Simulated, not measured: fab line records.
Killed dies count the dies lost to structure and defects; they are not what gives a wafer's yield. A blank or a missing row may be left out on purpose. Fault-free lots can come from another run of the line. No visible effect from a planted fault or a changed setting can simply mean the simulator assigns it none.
fab line records -- flow n5-finfet
record lots=7, wafers=21
route steps=1938 shown BEOL_M5@1142 BEOL_M6@1230 BEOL_M9@1401 BEOL_M10@1477
start-h: start of the lot's first displayed wafer, in hours after the record's first day -- wait-h: hours from the lot's prior step to this one -- " identical to the entry in the row above -- L1.1+2: several wafers, shown together as one row -- - either no value or no given start -- * or withheld: withheld -- < > ~ a bound
route shown NAME@n: names a module that has steps shown in the file, with the first one's number in the route -- usual: mean/standard deviation of fault-free wafers -- same: alike in all rows -- chamber/n: place in a boat -- sites: each site's reading -- _std_site: standard deviation across them -- _edge_site: mean of outer sites minus mean of inner sites -- radius-mm: how far each site lies from the wafer's centre -- mask NAME#n: copy n -- behind: the last tool/chamber to shape the wafer -- hold: why the lot went on hold/how many hours it stayed there/how the hold came to an end -- device: the n, p or np transistor that did not switch -- end of line: the tests these same wafers got at the end of their route -- a step with no rows: only its recipe -- killed: dies lost to structure and defects at the first sort, not the wafer's yield -- map: shows each die of a wafer: x if killed, . if not, _ if none is there
set.NAME: the setting the step ran with; set.NAME@STEP: the setting that earlier step ran with -- model.NAME: the simulator's own value behind a step, which no gauge read
lots run with intentionally changed settings; tables by step, rows by wafer
## steps
# step N5_BEOL_M5_COAT_22
# recipe resist=CAR-EUV, spin-rpm=1500, resist-thk-nm=30
lot.wafer,tool,chamber,start-h,wait-h,set.spin-rpm,model.CAR-EUV_of_BEOL_M5_COAT_22.thk-nm
L077.2+6,litho-track-05,0,-,-,1500,30
L077.5,litho-track-05,0,-,-,1500,29.8
L080.2+3+5,litho-track-05,0,-,-,1500,30
L085.2+3+5,litho-track-05,0,-,-,1500,30
L090.2,litho-track-05,0,-,-,1500,30.2
L090.4,litho-track-05,0,-,-,1500,30
L090.6,litho-track-05,0,-,-,1565,29.4
L093.1,litho-track-02,0,-,-,1500,30
L093.5,litho-track-02,0,-,-,1618,29
L093.6,litho-track-02,0,-,-,1618,28.8
L096.3+4+6,litho-track-05,0,-,-,1500,30
L097.3,litho-track-03,0,-,-,1449,30.4
L097.5+6,litho-track-03,0,-,-,1500,30
# step N5_BEOL_M5_EBR_24
# recipe solvent=PGMEA, ebr-width-mm=1.5
# step N5_BEOL_M5_SOFTBAKE_23
# recipe temp-c=110, time-s=60, resist=CAR-EUV
# step N5_BEOL_M5_EXPOSE_25
# recipe mask-id=V4, na=0.33, source-shape=quasar, sigma-inner=0.2, sigma-outer=0.6, polarization=unpolarized, defocus-nm=10, dose-mj=52.75
# step N5_BEOL_M5_PEB_26
# recipe peb-temp-c=100, peb-time-s=60, resist=CAR-EUV
# step N5_BEOL_M5_DEVELOP_27
# recipe develop-time-s=30, developer=TMAH, resist=CAR-EUV, rinse-liquid=surfactant-rinse, dry=air-spin, dev-temp-c=23
lot.wafer,tool,chamber,start-h,wait-h,set.spin-rpm@BEOL_M5_COAT_22,model.CAR-EUV_of_BEOL_M5_COAT_22.thk-nm
L077.2+5+6,litho-track-05,0,-,-,1500,29.4
L080.2+3+5,litho-track-05,0,-,-,1500,29.6
L085.2,litho-track-03,0,-,-,1500,29.4
L085.3+5,litho-track-03,0,-,-,1500,29.6
L090.2+4,litho-track-05,0,-,-,1500,29.6
L090.6,litho-track-05,0,-,-,1565,29
L093.1,litho-track-02,0,-,-,1500,29.6
L093.5+6,litho-track-02,0,-,-,1618,28.4
L096.3+6,litho-track-05,0,-,-,1500,29.4
L096.4,litho-track-05,0,-,-,1500,29.6
L097.3,litho-track-03,0,-,-,1449,30
L097.5,litho-track-03,0,-,-,1500,29.4
L097.6,litho-track-03,0,-,-,1500,29.6
# step N5_BEOL_M5_DESCUM_33
# recipe chemistry=O2, time-s=7, source-power-w=50, bias-power-w=20, pressure-mtorr=20, rf-frequency-hz=2.712e+07, temp-c=40, resist=CAR-EUV, o2-flow-sccm=225
# step N5_BEOL_M5_ETCH_75
# recipe chemistry=N2/H2, target=underlayer, target-depth-a=65, mask-material=CAR-EUV, time-s=5.2, ion-energy-ev=200, pressure-mtorr=30, source-w=840, bias-w=150, n2-flow-sccm=200, h2-flow-sccm=200, ends=cleared
lot.wafer,tool,chamber,start-h,wait-h,set.spin-rpm@BEOL_M5_COAT_74,set.spin-rpm@BEOL_M5_COAT_22,model.etch.depth-nm,model.CAR-EUV_of_BEOL_M5_COAT_22.thk-nm
L077.2,rie-diel-04,1,211.12,0.0,1500,1500,4.985,20.2
L077.5,rie-diel-04,0,211.12,0.0,1500,1500,4.995,20.2
L077.6,rie-diel-04,1,211.12,0.0,1500,1500,4.993,20.2
L080.2,rie-diel-06,3,223.85,0.0,1500,1500,5.009,20.4
L080.3,rie-diel-06,0,223.85,0.0,1551,1500,4.908,20.6
L080.5,rie-diel-06,3,223.85,0.0,1551,1500,4.922,20.6
L085.2,rie-diel-06,3,256.35,0.0,1500,1500,5.007,20.4
L085.3+5,rie-diel-06,"1,0",256.35,0.0,1500,1500,5.023,20.4
L090.2,rie-diel-04,3,275.34,0.0,1407,1500,5.151,20.4
L090.4,rie-diel-04,2,275.34,0.0,1500,1500,4.986,20.2
L090.6,rie-diel-04,3,275.34,0.0,1500,1565,4.984,19.8
L093.1,rie-diel-04,0,292.49,0.0,1644,1500,4.777,20.6
L093.5,rie-diel-04,1,292.49,0.0,1500,1618,5,19.2
L093.6,rie-diel-04,2,292.49,0.0,1644,1618,4.767,19.4
L096.3,rie-diel-06,3,313.11,0.0,1500,1500,5.006,20.4
L096.4+6,rie-diel-06,1,313.11,0.0,1500,1500,4.994,20.4
L097.3,rie-diel-03,1,323.88,0.0,1625,1449,4.806,21.2
L097.5,rie-diel-03,3,323.88,0.0,1625,1500,4.787,20.4
L097.6,rie-diel-03,1,323.88,0.0,1500,1500,4.99,20.6
# step N5_BEOL_M6_DESCUM_33
# recipe chemistry=O2, time-s=7, source-power-w=50, bias-power-w=20, pressure-mtorr=20, rf-frequency-hz=2.712e+07, temp-c=40, resist=CAR-EUV, o2-flow-sccm=225
lot.wafer,tool,chamber,start-h,wait-h,set.time-s,model.CAR-EUV_of_BEOL_M6_COAT_22.thk-nm
L077.2+5,rie-diel-02,"3,0",223.68,0.0,5.76,26.6
L077.6,rie-diel-02,1,223.68,0.0,7,26.2
L080.2+3+5,rie-diel-05,"2,3,3",239.43,0.0,7.539,25.8
L085.2,rie-diel-02,2,268.69,0.4,7,26.4
L085.3+5,rie-diel-02,"1,2",268.69,0.4,7,26.2
L090.2+4+6,rie-diel-05,"3,2,3",287.94,0.0,7,26.2
L093.1+6,rie-diel-01,"3,0",303.17,0.0,7,26
L093.5,rie-diel-01,1,303.17,0.0,5.52,27
L096.3,rie-diel-05,2,326.24,0.0,7.591,25.8
L096.4,rie-diel-05,3,326.24,0.0,7.591,26
L096.6,rie-diel-05,2,326.24,0.0,7,26
L097.3,rie-diel-05,3,336.71,0.0,8.259,25.4
L097.5+6,rie-diel-05,"1,0",336.71,0.0,7,26
# step N5_BEOL_M9_ILD_DEP_00
# recipe material=SiCOH_lowk, target-thk-a=3085.1, temp-c=300, precursor=DEMS/porogen, pressure-torr=5, rf-w=500, time-s=58
lot.wafer,tool,chamber,start-h,wait-h,set.time-s,model.SiCOH_lowk_of_BEOL_M9_ILD_DEP_00.thk-nm
L077.2,pecvd-01,2,246.46,0.0,58,307
L077.5,pecvd-01,1,246.46,0.0,64.18,345.8
L077.6,pecvd-01,0,246.46,0.0,58,310.2
L080.2,pecvd-03,0,258.75,0.0,60.51,321.4
L080.3,pecvd-03,1,258.75,0.0,58,307.8
L080.5,pecvd-03,2,258.75,0.0,58,315.6
L085.2,pecvd-04,1,289.16,0.0,58,307.4
L085.3,pecvd-04,2,289.16,0.0,58,304
L085.5,pecvd-04,0,289.16,0.0,58,309.2
L090.2,pecvd-01,2,305.24,0.0,62.49,324.4
L090.4,pecvd-01,2,305.24,0.0,58,307.8
L090.6,pecvd-01,1,305.24,0.0,58,311.4
L093.1,pecvd-04,1,324.61,0.0,58,306.4
L093.5,pecvd-04,0,324.61,0.0,58,319.6
L093.6,pecvd-04,2,324.61,0.0,64.75,343.6
L096.3,pecvd-01,1,347.29,0.0,53.21,286.4
L096.4,pecvd-01,0,347.29,0.0,58,316.2
L096.6,pecvd-01,1,347.29,0.0,53.21,291
L097.3,pecvd-03,0,358.11,0.0,58,307
L097.5,pecvd-03,0,358.11,0.0,58,312.6
L097.6,pecvd-03,1,358.11,0.0,58,305.4
# step N5_BEOL_M9_CURE_71
# recipe temp-c=385, time-s=240, ambient=He/Ar, material=SiCOH_lowk
lot.wafer,tool,chamber,start-h,wait-h,set.time-s@BEOL_M9_ILD_DEP_00,model.SiCOH_lowk_of_BEOL_M9_ILD_DEP_00.thk-nm
L077.2,uv-cure-03,1,246.70,0.2,58,266.6
L077.5,uv-cure-03,1,246.70,0.2,64.18,301
L077.6,uv-cure-03,1,246.70,0.2,58,269.4
L080.2,uv-cure-03,1,258.90,0.1,60.51,279.4
L080.3,uv-cure-03,1,258.90,0.1,58,267.4
L080.5,uv-cure-03,1,258.90,0.1,58,274.4
L085.2,uv-cure-02,0,289.32,0.1,58,267
L085.3,uv-cure-02,0,289.32,0.1,58,264
L085.5,uv-cure-02,0,289.32,0.1,58,268.6
L090.2,uv-cure-03,0,305.40,0.1,62.49,282.2
L090.4,uv-cure-03,0,305.40,0.1,58,267.4
L090.6,uv-cure-03,0,305.40,0.1,58,270.6
L093.1,uv-cure-02,0,324.90,0.3,58,266
L093.5,uv-cure-02,0,324.90,0.3,58,277.8
L093.6,uv-cure-02,0,324.90,0.3,64.75,299
L096.3,uv-cure-01,2,347.76,0.4,53.21,248.4
L096.4,uv-cure-01,2,347.76,0.4,58,274.8
L096.6,uv-cure-01,2,347.76,0.4,53.21,252.4
L097.3,uv-cure-03,0,358.35,0.2,58,266.6
L097.5,uv-cure-03,0,358.35,0.2,58,271.6
L097.6,uv-cure-03,0,358.35,0.2,58,265.2
# step N5_BEOL_M9_THK_MEAS_01
# recipe reads=SiCOH_lowk_of_BEOL_M9_ILD_DEP_00
# usual M9_ILD_THK=270/3.6
lot.wafer,tool,chamber,start-h,wait-h,set.time-s@BEOL_M9_ILD_DEP_00,M9_ILD_THK[nm]
L077.2,film-metro-01,-,247.53,0.7,58,267
L077.5,film-metro-01,-,247.53,0.7,64.18,301
L077.6,film-metro-01,-,247.53,0.7,58,270
L080.2,film-metro-02,-,259.34,0.4,60.51,279
L080.3,film-metro-02,-,259.34,0.4,58,268
L080.5,film-metro-02,-,259.34,0.4,58,274
L085.2,film-metro-01,-,289.75,0.4,58,267
L085.3,film-metro-01,-,289.75,0.4,58,264
L085.5,film-metro-01,-,289.75,0.4,58,269
L090.2,film-metro-01,-,305.83,0.4,62.49,282
L090.4,film-metro-01,-,305.83,0.4,58,268
L090.6,film-metro-01,-,305.83,0.4,58,271
L093.1,film-metro-01,-,325.41,0.4,58,266
L093.5,film-metro-01,-,325.41,0.4,58,278
L093.6,film-metro-01,-,325.41,0.4,64.75,299
L096.3,film-metro-02,-,348.43,0.5,53.21,249
L096.4,film-metro-02,-,348.43,0.5,58,275
L096.6,film-metro-02,-,348.43,0.5,53.21,253
L097.3,film-metro-01,-,358.70,0.3,58,267
L097.5,film-metro-01,-,358.70,0.3,58,272
L097.6,film-metro-01,-,358.70,0.3,58,265
# step N5_BEOL_M9_COAT_60
# recipe resist=SiARC, temp-c=220, time-s=60, spin-rpm=1500, resist-thk-nm=30
lot.wafer,tool,chamber,start-h,wait-h,set.spin-rpm,model.SiARC_of_BEOL_M9_COAT_60.thk-nm
L077.2,litho-track-04,0,-,-,1500,30.2
L077.5+6,litho-track-04,0,-,-,1602,29.2
L080.2+3,litho-track-04,0,-,-,1500,30.2
L080.5,litho-track-04,0,-,-,1657,28.8
L085.2+3+5,litho-track-01,0,-,-,1500,30
L090.2,litho-track-04,0,-,-,1571,29.4
L090.4+6,litho-track-04,0,-,-,1500,30
L093.1+5,litho-track-05,0,-,-,1500,30
L093.6,litho-track-05,0,-,-,1560,29.4
L096.3+4,litho-track-01,0,-,-,1629,28.8
L096.6,litho-track-01,0,-,-,1500,30
L097.3+5+6,litho-track-05,0,-,-,1500,29.8
# step N5_BEOL_M9_COAT_05
# recipe resist=CAR-ArF, spin-rpm=1500, resist-thk-nm=90
# step N5_BEOL_M9_EBR_07
# recipe solvent=PGMEA, ebr-width-mm=1.5
# step N5_BEOL_M9_DESCUM_16
# recipe chemistry=O2, time-s=7.9, source-power-w=50, bias-power-w=20, pressure-mtorr=20, rf-frequency-hz=2.712e+07, temp-c=40, resist=CAR-ArF, o2-flow-sccm=225
# step N5_BEOL_M9_ETCH_61
# recipe chemistry=CF4, target=SiARC, target-depth-a=390, mask-material=CAR-ArF, time-s=65, ion-energy-ev=80, pressure-mtorr=40, source-w=545, bias-w=36, Ar_flow_sccm=100, cf4-flow-sccm=100, ends=cleared
lot.wafer,tool,chamber,start-h,wait-h,set.spin-rpm@BEOL_M9_COAT_60,model.etch.depth-nm,model.CAR-ArF_of_BEOL_M9_COAT_05.thk-nm
L077.2,rie-diel-04,0,251.13,0.0,1500,30.15,55.6
L077.5,rie-diel-04,1,251.13,0.0,1602,29.15,56.6
L077.6,rie-diel-04,0,251.13,0.0,1602,29.15,56.4
L080.2,rie-diel-03,0,260.53,0.0,1500,30.15,55.6
L080.3,rie-diel-03,3,260.53,0.0,1500,30.13,55.6
L080.5,rie-diel-03,1,260.53,0.0,1657,28.71,57.2
L085.2,rie-diel-04,2,290.87,0.0,1500,30.06,55.4
L085.3,rie-diel-04,0,290.87,0.0,1500,30.05,55.8
L085.5,rie-diel-04,3,290.87,0.0,1500,30.01,56
L090.2,rie-diel-04,0,307.59,0.0,1571,29.41,56.2
L090.4,rie-diel-04,1,307.59,0.0,1500,30.02,55.4
L090.6,rie-diel-04,3,307.59,0.0,1500,30.07,55.6
L093.1,rie-diel-04,2,327.20,0.0,1500,29.95,55.4
L093.5,rie-diel-04,3,327.20,0.0,1500,29.97,55.4
L093.6,rie-diel-04,2,327.20,0.0,1560,29.33,55.8
L096.3,rie-diel-04,3,350.57,0.0,1629,28.8,57
L096.4,rie-diel-04,0,350.57,0.0,1629,28.86,56.4
L096.6,rie-diel-04,3,350.57,0.0,1500,30.06,55.6
L097.3,rie-diel-03,3,360.84,0.0,1500,29.83,55.8
L097.5,rie-diel-03,0,360.84,0.0,1500,29.87,56
L097.6,rie-diel-03,1,360.84,0.0,1500,29.8,55.8
# step N5_BEOL_M9_ETCH_62
# recipe chemistry=N2/H2, target=SOC, target-depth-a=1100, overetch-a=220, mask-material=SiARC, temp-c=40, time-s=165, ion-energy-ev=200, pressure-mtorr=30, source-w=840, bias-w=150, n2-flow-sccm=200, h2-flow-sccm=200
# usual rf-vpp-V=524.0/2.5
lot.wafer,tool,chamber,start-h,wait-h,set.source-w,set.spin-rpm@BEOL_M9_COAT_60,rf-vpp-V,model.SiARC_of_BEOL_M9_COAT_60.thk-nm
L077.2,rie-diel-04,0,251.18,0.0,840,1500,522.2,24
L077.5,rie-diel-04,1,251.18,0.0,840,1602,521.9,22.8
L077.6,rie-diel-04,0,251.18,0.0,840,1602,523.5,22.8
L080.2,rie-diel-03,0,260.58,0.0,840,1500,523.8,23.6
L080.3,rie-diel-03,3,260.58,0.0,840,1500,522.9,23.4
L080.5,rie-diel-03,1,260.58,0.0,840,1657,526.5,22.2
L085.2,rie-diel-04,2,290.92,0.0,840,1500,528.8,23.6
L085.3,rie-diel-04,0,290.92,0.0,840,1500,523.4,23.6
L085.5,rie-diel-04,3,290.92,0.0,840,1500,520.7,24
L090.2,rie-diel-04,0,307.64,0.0,786.3,1571,536.0,23.2
L090.4,rie-diel-04,1,307.64,0.0,786.3,1500,534.6,24
L090.6,rie-diel-04,3,307.64,0.0,840,1500,521.1,24
L093.1,rie-diel-04,2,327.25,0.0,840,1500,528.9,23.2
L093.5,rie-diel-04,3,327.25,0.0,840,1500,521.7,23.8
L093.6,rie-diel-04,2,327.25,0.0,840,1560,528.9,22.8
L096.3,rie-diel-04,3,350.62,0.0,979.7,1629,495.0,22.2
L096.4,rie-diel-04,0,350.62,0.0,979.7,1629,497.0,22
L096.6,rie-diel-04,3,350.62,0.0,840,1500,520.4,24
L097.3,rie-diel-03,3,360.89,0.0,840,1500,524.5,23.4
L097.5,rie-diel-03,0,360.89,0.0,840,1500,521.1,23.4
L097.6,rie-diel-03,1,360.89,0.0,840,1500,528.4,23.2
# step N5_BEOL_M9_COAT_22
# recipe resist=CAR-EUV, spin-rpm=1500, resist-thk-nm=30
lot.wafer,tool,chamber,start-h,wait-h,set.spin-rpm,model.CAR-EUV_of_BEOL_M9_COAT_22.thk-nm
L077.2,litho-track-01,0,-,-,1500,30.2
L077.5+6,litho-track-01,0,-,-,1566,29.4
L080.2+3,litho-track-01,0,-,-,1500,30.2
L080.5,litho-track-01,0,-,-,1564,29.4
L085.2+3+5,litho-track-04,0,-,-,1500,30.2
L090.2+6,litho-track-05,0,-,-,1390,31
L090.4,litho-track-05,0,-,-,1500,30
L093.1,litho-track-05,0,-,-,1500,29.8
L093.5+6,litho-track-05,0,-,-,1399,31
L096.3+4+6,litho-track-01,0,-,-,1500,30
L097.3,litho-track-04,0,-,-,1500,29.8
L097.5,litho-track-04,0,-,-,1500,30
L097.6,litho-track-04,0,-,-,1635,28.8
# step N5_BEOL_M9_EBR_24
# recipe solvent=PGMEA, ebr-width-mm=1.5
# step N5_BEOL_M9_SOFTBAKE_23
# recipe temp-c=110, time-s=60, resist=CAR-EUV
# step N5_BEOL_M9_EXPOSE_25
# recipe mask-id=V8, na=0.33, source-shape=annular, sigma-inner=0.4, sigma-outer=0.8, polarization=unpolarized, dose-mj=37.25
# step N5_BEOL_M9_PEB_26
# recipe peb-temp-c=100, peb-time-s=60, resist=CAR-EUV
# step N5_BEOL_M9_DEVELOP_27
# recipe develop-time-s=30, developer=TMAH, resist=CAR-EUV, rinse-liquid=surfactant-rinse, dry=air-spin, dev-temp-c=23
lot.wafer,tool,chamber,start-h,wait-h,set.spin-rpm@BEOL_M9_COAT_22,model.CAR-EUV_of_BEOL_M9_COAT_22.thk-nm
L077.2,litho-track-04,0,-,-,1500,29.6
L077.5,litho-track-04,0,-,-,1566,28.8
L077.6,litho-track-04,0,-,-,1566,29
L080.2,litho-track-01,0,-,-,1500,29.6
L080.3,litho-track-01,0,-,-,1500,29.8
L080.5,litho-track-01,0,-,-,1564,29
L085.2+3,litho-track-01,0,-,-,1500,29.6
L085.5,litho-track-01,0,-,-,1500,29.8
L090.2+6,litho-track-05,0,-,-,1390,30.6
L090.4,litho-track-05,0,-,-,1500,29.4
L093.1,litho-track-04,0,-,-,1500,29.4
L093.5+6,litho-track-04,0,-,-,1399,30.4
L096.3+4+6,litho-track-05,0,-,-,1500,29.4
L097.3,litho-track-01,0,-,-,1500,29.4
L097.5,litho-track-01,0,-,-,1500,29.6
L097.6,litho-track-01,0,-,-,1635,28.4
# step N5_BEOL_M9_DESCUM_33
# recipe chemistry=O2, time-s=7, source-power-w=50, bias-power-w=20, pressure-mtorr=20, rf-frequency-hz=2.712e+07, temp-c=40, resist=CAR-EUV, o2-flow-sccm=225
# step N5_BEOL_M9_ETCH_76
# recipe chemistry=N2/H2, target=underlayer, target-depth-a=65, mask-material=CAR-EUV, time-s=5.2, ion-energy-ev=200, pressure-mtorr=30, source-w=840, bias-w=150, n2-flow-sccm=200, h2-flow-sccm=200, ends=cleared
lot.wafer,tool,chamber,start-h,wait-h,set.spin-rpm@BEOL_M9_COAT_22,model.CAR-EUV_of_BEOL_M9_COAT_22.thk-nm
L077.2,rie-diel-06,1,253.13,0.0,1500,20.6
L077.5+6,rie-diel-06,"0,1",253.13,0.0,1566,19.8
L080.2,rie-diel-06,2,261.76,0.0,1500,20.4
L080.3,rie-diel-06,1,261.76,0.0,1500,20.6
L080.5,rie-diel-06,0,261.76,0.0,1564,19.8
L085.2+3+5,rie-diel-06,"1,3,0",292.11,0.0,1500,20.6
L090.2,rie-diel-03,3,310.27,0.0,1390,21.4
L090.4,rie-diel-03,3,310.27,0.0,1500,20.2
L090.6,rie-diel-03,1,310.27,0.0,1390,21.6
L093.1,rie-diel-06,0,330.23,0.0,1500,20.2
L093.5+6,rie-diel-06,"0,1",330.23,0.0,1399,21.4
L096.3+6,rie-diel-03,"1,0",353.25,0.0,1500,20.4
L096.4,rie-diel-03,3,353.25,0.0,1500,20.2
L097.3,rie-diel-04,3,363.65,0.0,1500,20.2
L097.5,rie-diel-04,3,363.65,0.0,1500,20.4
L097.6,rie-diel-04,2,363.65,0.0,1635,19
# step N5_BEOL_M10_COAT_05
# recipe resist=CAR-ArF, spin-rpm=1500, resist-thk-nm=90
lot.wafer,tool,chamber,start-h,wait-h,set.spin-rpm,model.CAR-ArF_of_BEOL_M10_COAT_05.thk-nm
L077.2,litho-track-02,0,-,-,1500,90.2
L077.5,litho-track-02,0,-,-,1633,86.4
L077.6,litho-track-02,0,-,-,1500,90.4
L080.2,litho-track-02,0,-,-,1434,91.8
L080.3,litho-track-02,0,-,-,1500,90.2
L080.5,litho-track-02,0,-,-,1434,92
L085.2,litho-track-05,0,-,-,1500,89.8
L085.3,litho-track-05,0,-,-,1500,90.2
L085.5,litho-track-05,0,-,-,1500,90
L090.2,litho-track-03,0,-,-,1500,90
L090.4+6,litho-track-03,0,-,-,1500,90.2
L093.1,litho-track-03,0,-,-,1500,89.6
L093.5,litho-track-03,0,-,-,1619,86.4
L093.6,litho-track-03,0,-,-,1619,86.6
L096.3,litho-track-02,0,-,-,1433,92.4
L096.4,litho-track-02,0,-,-,1500,90
L096.6,litho-track-02,0,-,-,1433,92.2
L097.3,litho-track-02,0,-,-,1665,85
L097.5,litho-track-02,0,-,-,1500,89.6
L097.6,litho-track-02,0,-,-,1500,89.2
## key
split step=N5_BEOL_M5_COAT_22, setting=spin-rpm, stated=1500, by=wafer
response step=N5_BEOL_M5_COAT_22, reading=model.CAR-EUV_of_BEOL_M5_COAT_22.thk-nm, change=-0.141, per=1%, r=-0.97
response step=N5_BEOL_M5_DEVELOP_27, reading=model.CAR-EUV_of_BEOL_M5_COAT_22.thk-nm, change=-0.149, per=1%, r=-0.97
response step=N5_BEOL_M5_ETCH_75, reading=model.CAR-EUV_of_BEOL_M5_COAT_22.thk-nm, change=-0.16, per=1%, r=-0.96
split step=N5_BEOL_M6_DESCUM_33, setting=time-s, stated=7, by=wafer
response step=N5_BEOL_M6_DESCUM_33, reading=model.CAR-EUV_of_BEOL_M6_COAT_22.thk-nm, change=-0.0345, per=1%, r=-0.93
split step=N5_BEOL_M9_ILD_DEP_00, setting=time-s, stated=58, by=wafer
response step=N5_BEOL_M9_ILD_DEP_00, reading=model.SiCOH_lowk_of_BEOL_M9_ILD_DEP_00.thk-nm, change=+2.87, per=1%, r=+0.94
response step=N5_BEOL_M9_CURE_71, reading=model.SiCOH_lowk_of_BEOL_M9_ILD_DEP_00.thk-nm, change=+2.55, per=1%, r=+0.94
response step=N5_BEOL_M9_THK_MEAS_01, reading=M9_ILD_THK, change=+2.53, per=1%, r=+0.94
split step=N5_BEOL_M9_COAT_60, setting=spin-rpm, stated=1500, by=wafer
response step=N5_BEOL_M9_COAT_60, reading=model.SiARC_of_BEOL_M9_COAT_60.thk-nm, change=-0.138, per=1%, r=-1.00
response step=N5_BEOL_M9_ETCH_61, reading=model.etch.depth-nm, change=-0.142, per=1%, r=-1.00
response step=N5_BEOL_M9_ETCH_61, reading=model.CAR-ArF_of_BEOL_M9_COAT_05.thk-nm, change=+0.139, per=1%, r=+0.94
response step=N5_BEOL_M9_ETCH_62, reading=model.SiARC_of_BEOL_M9_COAT_60.thk-nm, change=-0.167, per=1%, r=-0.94
split step=N5_BEOL_M9_ETCH_62, setting=source-w, stated=840, by=wafer
response step=N5_BEOL_M9_ETCH_62, reading=rf-vpp-V, change=-1.56, per=1%, r=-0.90
split step=N5_BEOL_M9_COAT_22, setting=spin-rpm, stated=1500, by=wafer
response step=N5_BEOL_M9_COAT_22, reading=model.CAR-EUV_of_BEOL_M9_COAT_22.thk-nm, change=-0.148, per=1%, r=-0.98
response step=N5_BEOL_M9_DEVELOP_27, reading=model.CAR-EUV_of_BEOL_M9_COAT_22.thk-nm, change=-0.145, per=1%, r=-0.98
response step=N5_BEOL_M9_ETCH_76, reading=model.CAR-EUV_of_BEOL_M9_COAT_22.thk-nm, change=-0.165, per=1%, r=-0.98
split step=N5_BEOL_M10_COAT_05, setting=spin-rpm, stated=1500, by=wafer
response step=N5_BEOL_M10_COAT_05, reading=model.CAR-ArF_of_BEOL_M10_COAT_05.thk-nm, change=-0.415, per=1%, r=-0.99
split outside-this-file step=N5_BEOL_M5_COAT_74 setting=spin-rpm
# split outside-this-file: this setting was split too, and the file shows its column; the key of that split is in another file
